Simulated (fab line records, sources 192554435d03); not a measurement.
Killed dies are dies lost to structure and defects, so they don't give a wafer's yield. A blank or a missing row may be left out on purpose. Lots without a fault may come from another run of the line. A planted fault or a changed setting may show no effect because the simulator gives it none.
One fault seen from 2 desks | flow n5_finfet | each desk has only its own numbers; what lay behind them comes last

THE TOOL OWNER'S DESK: cmp-03
The tool's own readings at N5_MOL_CONTACT_COAG_CMP_23 (polishes, stops on SiO2, t overpolish 1.5 s, target thk 0 nm): means of the sampled wafers that have a number, for each lot that ran on this tool. A lot is out of limits, marked OUT, if its mean lies more than 4 standard deviations from the usual mean; the brackets give that distance.
Columns: A = motor_current_A at N5_MOL_CONTACT_COAG_CMP_23, usual 8.0 A; B = overpolish_run_s at N5_MOL_CONTACT_COAG_CMP_23, usual 1.499 s; C = pad_life_wafers at N5_MOL_CONTACT_COAG_CMP_23, usual 1098; D = slurry_filter_dp_kPa at N5_MOL_CONTACT_COAG_CMP_23, usual 13.49 kPa; E = time_to_endpoint_s at N5_MOL_CONTACT_COAG_CMP_23, usual 9.8 s
lot  | first seen here | A   | B     | C    | D     | E
L850 | day 4 22:21     | 8.1 | 1.499 | 1011 | 13.57 | 11.3
L851 | day 5 07:39     | 7.2 | 1.500 | 1117 | 13.44 | 8.8
L852 | day 5 10:28     | 7.6 | 1.501 | 1148 | 13.52 | 10.2
L855 | day 6 02:56     | 8.8 | 1.502 | 1286 | 13.38 | 6.2
L864 | day 8 15:00     | 7.8 | 1.492 | 1785 | 13.42 | 8.2
This desk's finding: nothing out of limits on any of the 5 lots.

THE METROLOGY DESK
What the gauges read, lot by lot, whatever tool the lot ran on: means of the sampled wafers that have a number. A lot is out of limits, marked OUT, if its mean lies more than 4 standard deviations from the usual mean; the brackets give that distance. Of its 12 readings 7 are shown: the one that was out of limits first, and those that lie furthest out on some lot.
Columns: A = MD_CAP_THK at N5_MOL_CONTACT_COAG_THK_MEAS_29, usual 17.87 nm; B = DIBL_N at N5_BEOL_M4_RC_MEAS_101, usual 36.0 mV/V; C = DIBL_P at N5_BEOL_M4_RC_MEAS_101, usual 35.8 mV/V; D = IOFF_P at N5_BEOL_M4_RC_MEAS_101, usual 0.20 nA/um; E = ION_N at N5_BEOL_M4_RC_MEAS_101, usual 670 uA/um; F = ION_P at N5_BEOL_M4_RC_MEAS_101, usual 459 uA/um; G = VT_P at N5_BEOL_M4_RC_MEAS_101, usual -252 mV
lot  | first seen here | A                | B    | C    | D    | E   | F   | G
L850 | day 5 01:08     | 17.89            | 36.0 | 36.2 | 0.22 | 673 | 464 | -246
L851 | day 5 10:41     | 17.86            | 35.6 | 34.2 | 0.18 | 660 | 455 | -254
L852 | day 5 13:09     | 16.78 (-14) OUT  | 36.1 | 35.6 | 0.19 | 672 | 461 | -253
L855 | day 6 05:37     | 17.23 (-8.1) OUT | 35.1 | 36.0 | 0.22 | 664 | 467 | -247
L864 | day 8 18:47     | 17.86            | 36.4 | 38.3 | 0.24 | 684 | 466 | -248
L866 | day 9 05:05     | 17.78            | 35.8 | 35.9 | 0.19 | 680 | 460 | -253
L869 | day 9 21:28     | 17.90            | 34.8 | 33.2 | 0.17 | 669 | 458 | -254
L873 | day 11 00:31    | 17.80            | 33.1 | 32.2 | 0.14 | 648 | 446 | -257
This desk's finding: out of limits on L852, L855; first on L852, day 5 13:09 (MD_CAP_THK at N5_MOL_CONTACT_COAG_THK_MEAS_29). In limits: L850, L851, L864, L866, L869, L873.

PUT TOGETHER
The metrology desk could have raised an alarm at day 5 13:09, on L852, L855.
The tool owner's desk saw nothing out of limits.
The tool owner's desk has L852, L855 on record, within its limits.
Of the lots named, all ran N5_MOL_CONTACT_COAG_CMP_23 on cmp-03.

WHAT THE SIMULATOR HAD PUT IN
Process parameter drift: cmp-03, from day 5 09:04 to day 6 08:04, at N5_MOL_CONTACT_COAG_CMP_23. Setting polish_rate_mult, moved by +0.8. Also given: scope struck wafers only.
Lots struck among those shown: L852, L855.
Hours from the fault's start to each desk's first reading out of limits: the metrology desk, 4.
